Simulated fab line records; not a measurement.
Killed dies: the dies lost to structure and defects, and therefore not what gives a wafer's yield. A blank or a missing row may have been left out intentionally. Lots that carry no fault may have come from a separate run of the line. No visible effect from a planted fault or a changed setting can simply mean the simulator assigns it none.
Matching of chambers | flow nand_harc | 4 sister chambers for NHARC_A_WL_FILL_ALD_00 on ald_hk-02
The step deposits Al2O3, target thk 3 nm, pulse time 3 s, ald cycles 30. 4 wafers are shown with their chamber, then 7 later ones without.

## EACH WAFER AND ITS CHAMBER
wafer  | chamber | heater_power_w (W)
L441.1 | 3       | 410
L441.2 | 1       | 440
L445.3 | 0       | 430
L442.5 | 2       | 431

## WAFERS WHOSE CHAMBER IS MISSING
wafer  | heater_power_w (W)
L442.6 | 398
L450.1 | 408
L450.4 | 447
L450.5 | 405
L449.2 | 429
L449.4 | 444
L449.5 | 432

## WHICH CHAMBER EACH ONE RAN IN
wafer  | from the rows above          | in truth
L442.6 | 3                            | 3
L450.1 | 3                            | 3
L450.4 | can't be placed: 1 or 2 or 0 | 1
L450.5 | 3                            | 3
L449.2 | can't be placed: 0 or 2 or 1 | 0
L449.4 | can't be placed: 1 or 2 or 0 | 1
L449.5 | can't be placed: 2 or 0 or 1 | 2
Placed correctly: 3 of 7. These rows do not allow placing 4 (true chamber among the candidates in 4). 0 placed wrongly.
How it was worked out, from the rows above alone: a wafer's distance from a chamber is the root of the sum, over the readings, of the square of ((its reading less the chamber's mean) divided by the reading's scatter). If the next closest chamber is less than 2 further off than the closest, the wafer can't be placed; otherwise it belongs to the closest. For every chamber, the mean is computed from those of its wafers that are shown. The scatter: root of mean squared gap, hidden wafer to nearest shown wafer, with one shown wafer a chamber.
